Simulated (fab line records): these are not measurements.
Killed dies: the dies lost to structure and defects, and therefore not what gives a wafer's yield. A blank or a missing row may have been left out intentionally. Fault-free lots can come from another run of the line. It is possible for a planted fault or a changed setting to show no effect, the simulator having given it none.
Matching of chambers -- flow n5-finfet -- rie-diel-02 running N5_BEOL_M8_ETCH_65: 4 sister chambers
The step etches SiARC in CF4, target depth 15.6 nm, time 26 s. 14 wafers are shown with their chamber, then 7 later ones without.

WAFERS PAIRED WITH THEIR CHAMBERS
wafer,chamber,showerhead-plenum-p-Torr (Torr),throttle-valve-pct (%),etch-rf-on-time-s (s)
L076.1,0,2.26,15.67,26.4
L076.5,1,2.08,15.27,26.2
L076.6,0,2.26,15.68,26.6
L078.1,1,2.08,15.27,26.3
L078.2,2,2.03,15.56,26.3
L078.4,3,2.23,15.66,25.1
L079.4,2,2.03,15.56,26.2
L079.5,1,2.08,15.28,26.0
L079.6,0,2.26,15.70,26.4
L081.2,1,2.08,15.29,26.3
L081.5,3,2.22,15.72,25.2
L081.6,0,2.26,15.70,26.8
L088.3,3,2.22,15.72,25.1
L088.4,1,2.07,15.31,26.0

SIGNATURES (means of the wafers above)
reading,chamber 0,chamber 1,chamber 2,chamber 3,scatter within a chamber
showerhead-plenum-p-Torr,2.2600,2.0780,2.0300,2.2233,0.00383
throttle-valve-pct,15.6875,15.2840,15.5600,15.7000,0.0205
etch-rf-on-time-s,26.550,26.160,26.250,25.133,0.146
Rule: a wafer's distance from a chamber is the root of the sum, over the readings, of the square of ((its reading less the chamber's mean) divided by the reading's scatter). The wafer belongs to the nearest chamber; if the next one is less than 2 further off, it can't be placed. The scatter is the square root of a quotient: the sum, over the shown wafers, of each reading's squared deviation from its chamber's mean, divided by wafers minus chambers.

WAFERS MISSING THEIR CHAMBER
wafer,showerhead-plenum-p-Torr (Torr),throttle-valve-pct (%),etch-rf-on-time-s (s)
L088.5,2.25,15.74,26.7
L091.2,2.22,15.74,25.2
L091.3,2.07,15.35,26.5
L091.4,2.02,15.63,26.4
L096.3,2.21,15.77,25.3
L096.4,2.24,15.79,26.8
L096.5,2.21,15.78,25.4

EACH ONE'S CHAMBER
wafer,from the rows above,in truth
L088.5,0,0
L091.2,3,3
L091.3,1,1
L091.4,2,2
L096.3,3,3
L096.4,0,0
L096.5,3,3
Correct placement for 7 of the 7. Not placeable from these rows: 0. 0 placed wrongly.
